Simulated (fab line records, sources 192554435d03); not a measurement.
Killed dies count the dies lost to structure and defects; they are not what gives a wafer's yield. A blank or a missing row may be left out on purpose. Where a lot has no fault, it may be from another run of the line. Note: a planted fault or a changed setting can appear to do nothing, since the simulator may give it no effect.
Matching of chambers | flow n5Finfet | pecvd-03 running N5_BEOL_M12_DEP_53: 3 sister chambers
The step deposits SiCN from 3MS/NH3, target thk 30 nm, time 10.5 s. 3 wafers are shown with their chamber, then 12 later ones without.

WAFERS, EACH WITH ITS CHAMBER
wafer  | chamber | throttleValvePct (%)
L089.1 | 2       | 17.5
L089.2 | 1       | 17.7
L089.3 | 0       | 17.1

WAFERS WHOSE CHAMBER IS MISSING
wafer  | throttleValvePct (%)
L089.4 | 17.0
L089.5 | 17.0
L089.6 | 17.8
L092.3 | 17.8
L092.4 | 17.5
L092.6 | 17.2
L094.1 | 17.8
L094.2 | 17.3
L094.3 | 17.3
L094.4 | 17.5
L094.5 | 17.7
L094.6 | 17.4

WHICH CHAMBER EACH WENT THROUGH
wafer  | from the rows above          | in truth
L089.4 | 0                            | 0
L089.5 | 0                            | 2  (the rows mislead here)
L089.6 | can't be placed: 1 or 2      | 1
L092.3 | can't be placed: 1 or 2      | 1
L092.4 | can't be placed: 2 or 1      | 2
L092.6 | can't be placed: 0 or 2      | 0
L094.1 | can't be placed: 1 or 2      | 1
L094.2 | can't be placed: 0 or 2 or 1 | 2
L094.3 | can't be placed: 0 or 2 or 1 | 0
L094.4 | can't be placed: 2 or 1      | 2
L094.5 | can't be placed: 1 or 2      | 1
L094.6 | can't be placed: 2 or 0 or 1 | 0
Correctly placed: 1 of 12. Cannot be placed on the basis of these rows: 10; the candidates contain the true chamber in 10. Placed wrongly: 1.
How it was worked out, from the rows above alone: a wafer's distance from a chamber is the root of the sum, over the readings, of the square of ((its reading less the chamber's mean) divided by the reading's scatter). If the next closest chamber is less than 2 further off than the closest, the wafer can't be placed; otherwise it belongs to the closest. The mean given for a chamber averages the wafers shown for that chamber. The scatter: with one shown wafer a chamber, the root of the mean of the squares of how far each hidden wafer lies from its nearest shown one.
